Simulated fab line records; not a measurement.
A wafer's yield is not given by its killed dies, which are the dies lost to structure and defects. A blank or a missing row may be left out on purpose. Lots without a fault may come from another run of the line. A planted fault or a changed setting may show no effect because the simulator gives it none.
Which tool was responsible? ; flow n5Finfet ; 9 lots with 27 wafers sampled at 5 steps, on a route of 1938 steps

## WHAT THE GAUGES SHOWED, per wafer
N5_BEOL_M4_RC_MEAS_101. Usual: DIBL_N 35.9 mV/V, standard deviation 1.4; DIBL_P 35.9 mV/V, standard deviation 1.7; IOFF_N 0.160 nA/um, standard deviation 0.026; IOFF_P 0.21 nA/um, standard deviation 0.036; ION_N 672 uA/um, standard deviation 11; ION_P 461 uA/um, standard deviation 8.1; RS_NWELL 1036 ohm/sq, standard deviation 6.3; SS_N 71.4 mV/dec, standard deviation 0.54; SS_P 73.2 mV/dec, standard deviation 0.67; VT_N 249.3 mV, standard deviation 2.7; VT_P -250 mV, standard deviation 3.9.
lot;measured;on;DIBL_N (mV/V);DIBL_P (mV/V);IOFF_N (nA/um);IOFF_P (nA/um);ION_N (uA/um);ION_P (uA/um);RS_NWELL (ohm/sq);SS_N (mV/dec);SS_P (mV/dec);VT_N (mV);VT_P (mV);flag
L847;day 8 04:54;prober-01;34.3 38.8 36.5;33.6 39.7 35.2;0.129 0.233 0.155;0.19 0.29 0.22;660 687 672;462 468 457;1037 1032 1041;71.6 72.8 72.1;72.8 74.8 73.3;250.5 243.2 251.0;-248 -244 -247;
L849;day 9 04:48;prober-02;36.3 38.0 36.7;36.2 39.1 35.7;0.161 0.208 0.169;0.22 0.28 0.21;674 682 674;462 465 454;1034 1036 1038;71.1 72.0 71.8;74.1 73.7 73.2;249.6 246.3 250.4;-247 -248 -247;
L850;day 9 12:25;prober-02;37.0 35.1 34.3;38.7 36.5 35.6;0.187 0.160 0.139;0.24 0.20 0.18;680 680 673;455 468 459;1126 1112 1121;72.2 71.6 71.5;74.2 73.1 73.1;246.1 248.8 249.6;-249 -253 -255;OFF
L852;day 9 05:35;prober-01;35.8 37.2 35.4;37.4 38.3 36.6;0.168 0.183 0.158;0.24 0.24 0.21;689 681 666;473 463 459;1119 1131 1124;71.4 71.7 70.7;73.3 73.6 73.8;248.0 246.9 249.3;-249 -247 -252;OFF
L864;day 12 12:24;prober-01;37.8 34.7 37.3;38.4 34.8 38.4;0.207 0.137 0.178;0.23 0.18 0.23;679 658 672;458 456 459;1037 1037 1032;72.8 71.4 72.2;73.4 72.3 74.3;246.9 250.4 245.6;-248 -252 -248;
L865;day 13 00:23;prober-01;35.5 37.5 35.4;35.9 38.4 35.7;0.162 0.193 0.156;0.25 0.28 0.24;663 680 667;465 472 462;1043 1043 1044;72.1 72.4 71.2;72.7 74.2 72.8;249.5 248.3 249.9;-243 -244 -248;
L866;day 13 21:21;prober-02;36.1 37.1 37.0;34.4 36.0 36.6;0.142 0.142 0.158;0.15 0.17 0.18;664 643 674;450 441 450;1033 1035 1044;70.9 71.9 71.8;72.8 73.1 73.2;249.5 253.3 248.2;-258 -254 -255;
L868;day 13 21:41;prober-01;36.2 35.4 34.2;37.0 37.1 34.5;0.186 0.171 0.136;0.23 0.22 0.18;670 690 660;458 465 451;1032 1031 1030;72.1 71.6 71.1;73.9 74.4 72.8;245.1 248.0 251.7;-248 -250 -253;
L869;day 14 04:16;prober-02;36.1 35.0 38.2;36.2 35.4 39.4;0.149 0.136 0.190;0.18 0.17 0.24;665 678 675;456 459 462;1042 1047 1037;71.0 70.9 71.5;72.9 73.7 74.2;252.6 253.1 249.5;-253 -255 -248;

## WHAT TOOL EACH LOT RAN ON (gives the tool, then ch and the chambers of the sampled wafers, and finally the start)
lot;N5_ZERO_LAYER_PECVD_02;N5_WELL_APT_DESCUM_13;N5_WELL_APT_IMPLANT_14;N5_PMOS_HMC_CHANNEL_EPI_HM_DEP_34
L847;pecvd-04 ch 0,1, day 1 18:17;rieDiel-05 ch 0,3, day 1 20:01;implanter-02 ch 0, day 1 20:07;pecvd-04 ch 0,1,2, day 2 00:01
L849;pecvd-02 ch 0,1, day 2 06:17;rieDiel-06 ch 0,1,2, day 2 07:50;implanter-02 ch 0, day 2 07:56;pecvd-04 ch 0,1,2, day 2 10:52
L850;pecvd-04 ch 0,1,2, day 2 12:17;rieDiel-01 ch 0,2,3, day 2 13:53;implanter-02 ch 0, day 2 13:59;pecvd-04 ch 0,1,2, day 2 17:31
L852;pecvd-02 ch 0,1, day 3 00:17;rieDiel-06 ch 0,2,3, day 3 01:59;implanter-02 ch 0, day 3 02:07;pecvd-04 ch 0,1, day 3 05:23
L864;pecvd-04 ch 0,2, day 6 00:17;rieDiel-06 ch 0,1,2, day 6 01:46;implanter-02 ch 0, day 6 01:52;pecvd-02 ch 1,2, day 6 04:47
L865;pecvd-02 ch 0,1, day 6 06:17;rieDiel-01 ch 0,1,2, day 6 07:44;implanter-01 ch 0, day 6 07:50;pecvd-02 ch 1,2, day 6 11:34
L866;pecvd-02 ch 1,2, day 6 12:17;rieDiel-05 ch 0,1,3, day 6 14:14;implanter-01 ch 0, day 6 14:20;pecvd-03 ch 0,1, day 6 17:31
L868;pecvd-01 ch 0,1,2, day 7 00:17;rieDiel-05 ch 2,3, day 7 01:59;implanter-01 ch 0, day 7 02:05;pecvd-04 ch 0,1,2, day 7 04:55
L869;pecvd-04 ch 0,2, day 7 06:17;rieDiel-06 ch 1,2,3, day 7 07:38;implanter-02 ch 0, day 7 07:44;pecvd-03 ch 0,1,2, day 7 10:34
- N5_ZERO_LAYER_PECVD_02: deposits SiO2 from SiH4/N2O, target thk 10 nm, time 6 s.
- N5_WELL_APT_DESCUM_13: chemistry O2, time 7.9 s.
- N5_WELL_APT_IMPLANT_14
- N5_PMOS_HMC_CHANNEL_EPI_HM_DEP_34: deposits SiO2 from TEOS/O2, target thk 36 nm, time 6.9 s.

## AS READ BY THE TOOLS THEMSELVES (means over the sampled wafers that have a number; for cases with no such wafer, the mark the record gives instead)
N5_ZERO_LAYER_PECVD_02. Usual: heaterPowerW 852 W, standard deviation 110; showerheadPlenumPTorr 8.13 Torr, standard deviation 0.14; showerheadVppV 1060 V, standard deviation 38.
lot;tool;heaterPowerW (W);showerheadPlenumPTorr (Torr);showerheadVppV (V);flag
L847;pecvd-04;794;8.04;1094;
L849;pecvd-02;943;8.29;1088;
L850;pecvd-04;909;8.00;1071;
L852;pecvd-02;920;8.28;1089;
L864;pecvd-04;904;7.94;1044;
L865;pecvd-02;951;8.28;1077;
L866;pecvd-02;924;8.17;1006;
L868;pecvd-01;724;8.08;1055;
L869;pecvd-04;921;7.95;1037;

N5_WELL_APT_DESCUM_13. Usual: drypumpMotorCurrentA 5.6 A, standard deviation 0.43; oesProductAu 0.75 a.u., standard deviation 0.047; rfVppV 242.8 V, standard deviation 1.6; showerheadPlenumPTorr 2.06 Torr, standard deviation 0.09; throttleValvePct 20.45 %, standard deviation 0.15.
lot;tool;drypumpMotorCurrentA (A);oesProductAu (a.u.);rfVppV (V);showerheadPlenumPTorr (Torr);throttleValvePct (%);flag
L847;rieDiel-05;5.2;0.78;243.0;2.03;20.36;
L849;rieDiel-06;5.8;0.76;243.9;2.10;20.54;
L850;rieDiel-01;5.7;0.79;243.3;2.13;20.26;
L852;rieDiel-06;5.8;0.79;244.5;2.15;20.50;
L864;rieDiel-06;5.8;0.74;242.4;2.09;20.58;
L865;rieDiel-01;6.0;0.75;243.6;2.11;20.34;
L866;rieDiel-05;5.7;0.73;241.2;1.99;20.59;
L868;rieDiel-05;5.2;0.72;242.3;2.04;20.41;
L869;rieDiel-06;5.7;0.74;242.8;2.08;20.55;

N5_WELL_APT_IMPLANT_14. Usual: doseIonsCm2 1.4995e+13, standard deviation 1.7e+10; faradayCurrentUA 190, standard deviation 4.1.
lot;tool;doseIonsCm2;faradayCurrentUA;flag
L847;implanter-02;1.5002e+13;190;
L849;implanter-02;1.4997e+13;190;
L850;implanter-02;1.2989e+13;165;OFF
L852;implanter-02;1.2970e+13;164;OFF
L864;implanter-02;1.5004e+13;189;
L865;implanter-01;1.4977e+13;187;
L866;implanter-01;1.4986e+13;192;
L868;implanter-01;1.4980e+13;192;
L869;implanter-02;1.4985e+13;185;

N5_PMOS_HMC_CHANNEL_EPI_HM_DEP_34. Usual: heaterPowerW 638 W, standard deviation 120; showerheadPlenumPTorr 8.34 Torr, standard deviation 0.039; showerheadVppV 1907 V, standard deviation 82; throttleValvePct 18.4 %, standard deviation 0.79.
lot;tool;heaterPowerW (W);showerheadPlenumPTorr (Torr);showerheadVppV (V);throttleValvePct (%);flag
L847;pecvd-04;652;8.32;1942;18.2;
L849;pecvd-04;690;8.30;1942;18.3;
L850;pecvd-04;706;8.30;1926;18.3;
L852;pecvd-04;731;8.32;1975;18.5;
L864;pecvd-02;729;8.35;1823;17.9;
L865;pecvd-02;692;8.35;1812;17.8;
L866;pecvd-03;526;8.34;1872;19.0;
L868;pecvd-04;688;8.30;1908;18.6;
L869;pecvd-03;547;8.35;1876;18.5;

## THE ANSWER, worked out from the rows above alone
Rule: lot off if the mean of its wafers having a number is beyond 3 standard deviations from the usual mean. A lot without any number at a reading at which 4 lots or more have one is off too. Where the step has rows for the other lots, those lots are counted as sound. First the gauges in route order, then the tools' own readings, where a lot's mean is used as printed above. At the first step where some lot is off, the reading lying furthest off is the one used; lots without a number count as furthest.
Off: L850, L852, at N5_BEOL_M4_RC_MEAS_101 (RS_NWELL).
A tool fits if, at a process step before that reading, it ran every lot that is off, and no sound lot after the first of them. The gauges at N5_BEOL_M4_RC_MEAS_101 aren't tried: what is off there is off at N5_WELL_APT_IMPLANT_14 too, on other tools, and a gauge's error can't cause that. Not one of the candidates tried fits.

## WHAT THE SIMULATOR HAD PUT IN
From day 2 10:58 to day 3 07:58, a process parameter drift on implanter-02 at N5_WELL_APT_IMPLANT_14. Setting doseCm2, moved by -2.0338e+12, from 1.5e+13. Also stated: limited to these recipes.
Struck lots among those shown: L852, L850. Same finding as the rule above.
